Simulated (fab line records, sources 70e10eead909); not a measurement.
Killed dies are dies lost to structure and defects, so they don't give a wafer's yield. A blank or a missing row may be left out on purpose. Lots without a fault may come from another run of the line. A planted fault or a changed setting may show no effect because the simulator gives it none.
Chamber matching | flow nand_harc | NHARC_A_STAIRCASE_DESCUM_291 on rie_diel-12: 4 sister chambers
The step chemistry O2, time 3 s. 18 wafers are shown with their chamber, then 9 later ones without.

WAFERS WITH THEIR CHAMBER
wafer  | chamber | drypump_motor_current_A (A) | showerhead_plenum_p_Torr (Torr) | oes_product_au (a.u.)
L076.1 | 2       | 6.0                         | 2.06                            | 0.991
L076.3 | 0       | 5.6                         | 1.94                            | 1.001
L076.6 | 1       | 5.6                         | 1.82                            | 0.985
L077.1 | 3       | 5.1                         | 1.93                            | 1.017
L077.5 | 3       | 5.1                         | 1.93                            | 1.011
L077.6 | 0       | 5.6                         | 1.93                            | 1.006
L083.3 | 2       | 6.0                         | 2.05                            | 0.987
L083.5 | 3       | 5.1                         | 1.92                            | 1.011
L083.6 | 2       | 6.0                         | 2.05                            | 0.989
L088.1 | 1       | 5.6                         | 1.81                            | 0.999
L088.2 | 3       | 5.1                         | 1.92                            | 1.015
L088.4 | 2       | 6.0                         | 2.05                            | 0.984
L087.1 | 2       | 6.0                         | 2.05                            | 0.988
L087.3 | 1       | 5.5                         | 1.81                            | 0.997
L087.4 | 0       | 5.5                         | 1.92                            | 1.009
L091.1 | 1       | 5.6                         | 1.80                            | 0.999
L091.4 | 3       | 5.1                         | 1.91                            | 0.992
L091.6 | 1       | 5.6                         | 1.80                            | 0.998

SIGNATURES (means of the wafers above)
reading                  | chamber 0 | chamber 1 | chamber 2 | chamber 3 | scatter within a chamber
drypump_motor_current_A  | 5.567     | 5.580     | 6.000     | 5.100     | 0.0324
showerhead_plenum_p_Torr | 1.9300    | 1.8080    | 2.0520    | 1.9220    | 0.00775
oes_product_au           | 1.00533   | 0.99560   | 0.98780   | 1.00920   | 0.00654
Rule: a wafer's distance from a chamber is the root of the sum, over the readings, of the square of ((its reading less the chamber's mean) divided by the reading's scatter). The wafer belongs to the nearest chamber; if the next one is less than 2 further off, it can't be placed. The scatter: the root of (the sum of the squares of (reading less its chamber's mean) over the shown wafers, divided by (wafers less chambers)).

WAFERS WITHOUT THEIR CHAMBER
wafer  | drypump_motor_current_A (A) | showerhead_plenum_p_Torr (Torr) | oes_product_au (a.u.)
L090.3 | 5.1                         | 1.91                            | 1.003
L090.5 | 6.0                         | 2.04                            | 0.984
L090.6 | 5.5                         | 1.80                            | 0.993
L094.1 | 6.0                         | 2.04                            | 0.983
L094.3 | 5.6                         | 1.92                            | 0.998
L094.5 | 5.6                         | 1.80                            | 0.989
L095.2 | 5.6                         | 1.92                            | 1.003
L095.4 | 6.0                         | 2.04                            | 0.979
L095.5 | 6.0                         | 2.04                            | 0.969

WHICH CHAMBER EACH WENT THROUGH
wafer  | from the rows above | in truth
L090.3 | 3                   | 3
L090.5 | 2                   | 2
L090.6 | 1                   | 1
L094.1 | 2                   | 2
L094.3 | 0                   | 0
L094.5 | 1                   | 1
L095.2 | 0                   | 0
L095.4 | 2                   | 2
L095.5 | 2                   | 2
Placed correctly: 9 of 9. Can't be placed from these rows: 0. Placed wrongly: 0.
